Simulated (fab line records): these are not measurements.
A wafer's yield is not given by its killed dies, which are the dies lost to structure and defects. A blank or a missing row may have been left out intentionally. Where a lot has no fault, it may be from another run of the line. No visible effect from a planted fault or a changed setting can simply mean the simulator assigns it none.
Which tool was responsible?    flow nand harc    33 wafers from 11 lots sampled at 5 of the route's 1159 steps

== WHAT EACH GAUGE READ, for each wafer ==
NHARC_A_ONON_D1_THK_MEAS_05: measures by ellipsometry.
lot   measured      on             thk nm (nm)
L626  day 7 01:19   film metro-01  992 992 991
L629  day 8 11:56   film metro-01  996 996 996
L631  day 8 21:57   film metro-02  1005 1002 1003
L633  day 9 15:53   film metro-02  1000 998 1001
L636  day 10 03:05  film metro-02  1010 1009 1007
L639  day 10 15:07  film metro-02  992 990 992
L641  day 11 01:46  film metro-01  1006 1006 1005
L640  day 11 01:47  film metro-02  641 639 642
L642  day 11 23:58  film metro-02  619 617 620
L643  day 11 23:59  film metro-02  1003 1000 1001
L649  day 13 02:13  film metro-01  976 975 976

== TOOL THAT RAN EACH LOT (tool first, then ch and the chambers of the sampled wafers, then the start) ==
lot   NHARC_P_BONDPAD_ETCH_24                        NHARC_A_ZERO_WELL_ETCH_19           NHARC_A_ZERO_WELL_ETCH_13         NHARC_A_ONON_D1_DEP_03
L626  rie diel-06 ch 2,3, day 6 03:11 or earlier     rie diel-07 ch 1,3, day 6 03:11     rie si-05 ch 1,2,3, day 6 03:19   pecvd onon-01 ch 0, day 7 00:48
L629  rie diel-06 ch 1,2,3, day 7 10:05              rie diel-04 ch 0,1,3, day 7 13:42   rie si-04 ch 0,2,3, day 7 13:51   pecvd onon-04 ch 0, day 8 11:25
L631  rie diel-06 ch 0,1, day 7 22:52 or earlier     rie diel-04 ch 0,1,2, day 7 22:52   rie si-05 ch 0,1,3, day 7 22:58   pecvd onon-02 ch 0, day 8 21:34
L633  rie diel-03 ch 0,1,2, day 8 11:32 or earlier   rie diel-09 ch 1,2,3, day 8 11:32   rie si-04 ch 1,2,3, day 8 11:39   pecvd onon-04 ch 0, day 9 15:23
L636  rie diel-06 ch 1,2, day 9 04:56 or earlier     rie diel-07 ch 0,2,3, day 9 04:56   rie si-04 ch 0,1,2, day 9 05:02   pecvd onon-02 ch 0, day 10 02:42
L639  rie diel-06 ch 0,1,3, day 9 13:56 or earlier   rie diel-09 ch 0,1,3, day 9 13:56   rie si-05 ch 0,1,2, day 9 14:04   pecvd onon-01 ch 0, day 10 14:35
L641  rie diel-06 ch 1,2,3, day 10 01:17 or earlier  rie diel-07 ch 1,2,3, day 10 01:17  rie si-04 ch 0,2,3, day 10 01:26  pecvd onon-02 ch 0, day 11 01:16
L640  rie diel-06 ch 0,2,3, day 10 02:10 or earlier  rie diel-04 ch 0,2,3, day 10 02:10  rie si-05 ch 0,1,2, day 10 02:17  pecvd onon-01 ch 0, day 11 01:16
L642  rie diel-06 ch 0,2,3, day 10 21:07 or earlier  rie diel-09 ch 1,2,3, day 10 21:07  rie si-05 ch 1,2, day 10 21:14    pecvd onon-01 ch 0, day 11 23:37
L643  rie diel-02 ch 0,2, day 10 21:28 or earlier    rie diel-09 ch 0,3, day 10 21:28    rie si-05 ch 0,3, day 10 21:34    pecvd onon-04 ch 0, day 11 23:31
L649  rie diel-03 ch 1,3, day 12 04:05 or earlier    rie diel-07 ch 0,2, day 12 04:05    rie si-05 ch 1,2, day 12 04:13    pecvd onon-02 ch 0, day 13 01:42
- NHARC_P_BONDPAD_ETCH_24: etches the open film in CF4/N2, target depth 30 nm, time 72.99 s.
- NHARC_A_ZERO_WELL_ETCH_19: etches the open film in N2/H2, target depth 80 nm, overetch 24 nm, time 87.88 s.
- NHARC_A_ZERO_WELL_ETCH_13: etches the open film in HBr/Cl2, target depth 120 nm, time 40.1 s.
- NHARC_A_ONON_D1_DEP_03: target thk 1000 nm.

== THE ANSWER, worked out from the rows above alone ==
Rule: what is usual is taken from the lots themselves. The widest of any qualifying gaps counts: lots, ordered by their means at a reading, are off when they make up no more than a third of the lots, leave a main group of 4 or more, and stand apart from it by 3 or more times the standard deviation of that group's means. Not used: any main group whose means are identical at the precision the tables above print for the reading. Also off: a lot with no number at a reading for which 4 or more lots have one. All remaining lots with rows at the step are treated as sound.
Off at NHARC_A_ONON_D1_THK_MEAS_05 (thk nm): L640, L642. The main group has a mean of 997 nm with a standard deviation of 9.4.
If a tool, at a process step before that reading, ran all the lots that are off and no sound lot after the first of them, it fits. The gauges at NHARC_A_ONON_D1_THK_MEAS_05 are tried like those tools. NHARC_P_BONDPAD_ETCH_24: start missing for some lots; hours and lot order therefore follow NHARC_A_ZERO_WELL_ETCH_19. 2 tools fit, rie diel-06 at NHARC_P_BONDPAD_ETCH_24 and pecvd onon-01 at NHARC_A_ONON_D1_DEP_03, so this cannot tell which one it is.

== WHAT THE SIMULATOR PUT IN ==
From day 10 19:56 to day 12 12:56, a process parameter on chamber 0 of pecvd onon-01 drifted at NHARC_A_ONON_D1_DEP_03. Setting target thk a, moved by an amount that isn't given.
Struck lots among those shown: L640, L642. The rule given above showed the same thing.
